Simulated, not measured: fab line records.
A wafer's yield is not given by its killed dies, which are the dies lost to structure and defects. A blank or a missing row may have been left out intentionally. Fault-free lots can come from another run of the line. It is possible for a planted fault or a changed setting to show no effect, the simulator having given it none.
Chamber matching + flow nand harc + NHARC_A_BONDPAD_DEP_00 on pecvd-03 has 3 sister chambers
The step deposits SiCN, target thk 250 nm. 3 wafers are shown with their chamber, then 12 later ones without.

WAFERS WITH THEIR CHAMBER
| wafer  | chamber | heater power w (W) |
|--------|---------|--------------------|
| L090.1 | 1       | 480                |
| L090.3 | 0       | 580                |
| L090.6 | 2       | 530                |

WAFERS WITH NO CHAMBER GIVEN
| wafer  | heater power w (W) |
|--------|--------------------|
| L093.1 | 569                |
| L093.2 | 603                |
| L093.3 | 453                |
| L093.4 | 631                |
| L093.5 | 593                |
| L093.6 | 455                |
| L094.2 | 610                |
| L094.3 | 459                |
| L094.4 | 639                |
| L097.2 | 641                |
| L097.5 | 558                |
| L097.6 | 606                |

EACH ONE'S CHAMBER
| wafer  | from the rows above          | in truth |
|--------|------------------------------|----------|
| L093.1 | can't be placed: 0 or 2      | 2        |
| L093.2 | can't be placed: 0 or 2      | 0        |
| L093.3 | can't be placed: 1 or 2      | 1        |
| L093.4 | can't be placed: 0 or 2      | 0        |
| L093.5 | can't be placed: 0 or 2      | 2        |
| L093.6 | can't be placed: 1 or 2      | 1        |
| L094.2 | can't be placed: 0 or 2      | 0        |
| L094.3 | can't be placed: 1 or 2      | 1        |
| L094.4 | can't be placed: 0 or 2      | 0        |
| L097.2 | can't be placed: 0 or 2      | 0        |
| L097.5 | can't be placed: 0 or 2 or 1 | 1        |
| L097.6 | can't be placed: 0 or 2      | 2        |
Placed correctly: 0 of 12. Can't be placed from these rows: 12 (the true chamber is among the candidates in 12). Placed wrongly: 0.
How it was worked out, from the rows above alone: a wafer's distance from a chamber is the root of the sum, over the readings, of the square of ((its reading less the chamber's mean) divided by the reading's scatter). The wafer belongs to the nearest chamber; if the next one is less than 2 further off, it can't be placed. For every chamber, the mean is computed from those of its wafers that are shown. The scatter (one wafer shown for each chamber): square how far every hidden wafer sits from the nearest shown wafer, average those squares and take the square root.
